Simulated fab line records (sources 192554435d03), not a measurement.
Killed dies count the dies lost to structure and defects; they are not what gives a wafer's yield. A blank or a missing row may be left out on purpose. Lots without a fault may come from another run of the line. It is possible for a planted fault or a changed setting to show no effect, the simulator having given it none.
Chamber matching :: flow n5 finfet :: N5_BEOL_M1_ALD_98 on ald sin-01 has 4 sister chambers
The step deposits SiO2, target thk 2.5 nm, pulse time 1 s, co reactant pulse time 1 s. 27 wafers are shown with their chamber, then 12 later ones without.

== EACH WAFER AND ITS CHAMBER ==
wafer: L075.2
chamber: 0
heater power w (W): 82
precursor pulse height rel: 1.025

wafer: L075.4
chamber: 3
heater power w (W): 74
precursor pulse height rel: 0.990

wafer: L075.5
chamber: 0
heater power w (W): 84
precursor pulse height rel: 0.990

wafer: L076.1
chamber: 3
heater power w (W): 75
precursor pulse height rel: 1.029

wafer: L076.4
chamber: 0
heater power w (W): 82
precursor pulse height rel: 0.997

wafer: L076.5
chamber: 2
heater power w (W): 77
precursor pulse height rel: 1.016

wafer: L078.1
chamber: 1
heater power w (W): 78
precursor pulse height rel: 1.002

wafer: L078.2
chamber: 0
heater power w (W): 82
precursor pulse height rel: 1.012

wafer: L078.5
chamber: 1
heater power w (W): 81
precursor pulse height rel: 1.002

wafer: L079.2
chamber: 2
heater power w (W): 74
precursor pulse height rel: 1.019

wafer: L079.3
chamber: 0
heater power w (W): 81
precursor pulse height rel: 1.033

wafer: L079.6
chamber: 2
heater power w (W): 74
precursor pulse height rel: 0.996

wafer: L081.1
chamber: 3
heater power w (W): 73
precursor pulse height rel: 1.036

wafer: L081.3
chamber: 1
heater power w (W): 79
precursor pulse height rel: 1.016

wafer: L081.6
chamber: 0
heater power w (W): 82
precursor pulse height rel: 0.982

wafer: L083.1
chamber: 1
heater power w (W): 76
precursor pulse height rel: 1.017

wafer: L083.2
chamber: 2
heater power w (W): 77
precursor pulse height rel: 1.004

wafer: L083.6
chamber: 2
heater power w (W): 75
precursor pulse height rel: 0.963

wafer: L085.1
chamber: 0
heater power w (W): 85
precursor pulse height rel: 1.009

wafer: L085.3
chamber: 2
heater power w (W): 77
precursor pulse height rel: 1.017

wafer: L085.6
chamber: 0
heater power w (W): 82
precursor pulse height rel: 0.995

wafer: L086.3
chamber: 2
heater power w (W): 78
precursor pulse height rel: 1.001

wafer: L086.4
chamber: 1
heater power w (W): 77
precursor pulse height rel: 1.007

wafer: L086.5
chamber: 1
heater power w (W): 79
precursor pulse height rel: 0.940

wafer: L088.3
chamber: 3
heater power w (W): 74
precursor pulse height rel: 0.972

wafer: L088.5
chamber: 3
heater power w (W): 75
precursor pulse height rel: 1.003

wafer: L088.6
chamber: 2
heater power w (W): 75
precursor pulse height rel: 1.013

SIGNATURES (means of the wafers above)
reading: heater power w
chamber 0: 82.50
chamber 1: 78.33
chamber 2: 75.88
chamber 3: 74.20
scatter within a chamber: 1.43

reading: precursor pulse height rel
chamber 0: 1.00537
chamber 1: 0.99733
chamber 2: 1.00362
chamber 3: 1.00600
scatter within a chamber: 0.0224
Rule: a wafer lies at a distance from a chamber equal to the root of the sum of squares, over the readings, of (its reading less the chamber's mean, divided by the reading's scatter). If the next closest chamber is less than 2 further off than the closest, the wafer can't be placed; otherwise it belongs to the closest. The scatter is the square root of a quotient: the sum, over the shown wafers, of each reading's squared deviation from its chamber's mean, divided by wafers minus chambers.

== WAFERS MISSING THEIR CHAMBER ==
wafer: L091.1
heater power w (W): 77
precursor pulse height rel: 1.033

wafer: L091.2
heater power w (W): 75
precursor pulse height rel: 0.977

wafer: L091.4
heater power w (W): 79
precursor pulse height rel: 0.999

wafer: L092.1
heater power w (W): 83
precursor pulse height rel: 1.022

wafer: L092.2
heater power w (W): 78
precursor pulse height rel: 1.040

wafer: L092.3
heater power w (W): 75
precursor pulse height rel: 0.990

wafer: L093.1
heater power w (W): 78
precursor pulse height rel: 0.989

wafer: L093.3
heater power w (W): 74
precursor pulse height rel: 0.968

wafer: L093.5
heater power w (W): 75
precursor pulse height rel: 0.979

wafer: L095.2
heater power w (W): 78
precursor pulse height rel: 1.020

wafer: L095.3
heater power w (W): 77
precursor pulse height rel: 1.010

wafer: L095.6
heater power w (W): 83
precursor pulse height rel: 0.992

== WHICH CHAMBER EACH ONE RAN IN ==
wafer: L091.1
from the rows above: can't be placed: 2 or 1 or 3
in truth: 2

wafer: L091.2
from the rows above: can't be placed: 2 or 3 or 1
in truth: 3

wafer: L091.4
from the rows above: can't be placed: 1 or 2 or 0
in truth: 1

wafer: L092.1
from the rows above: 0
in truth: 0

wafer: L092.2
from the rows above: can't be placed: 1 or 2 or 3 or 0
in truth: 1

wafer: L092.3
from the rows above: can't be placed: 2 or 3 or 1
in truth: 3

wafer: L093.1
from the rows above: can't be placed: 1 or 2
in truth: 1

wafer: L093.3
from the rows above: can't be placed: 3 or 2 or 1
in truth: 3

wafer: L093.5
from the rows above: can't be placed: 2 or 3 or 1
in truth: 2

wafer: L095.2
from the rows above: can't be placed: 1 or 2 or 3
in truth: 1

wafer: L095.3
from the rows above: can't be placed: 2 or 1 or 3
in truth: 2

wafer: L095.6
from the rows above: 0
in truth: 0
Correctly placed: 2 of 12. Can't be placed from these rows: 10 (the true chamber is among the candidates in 10). Placed wrongly: 0.
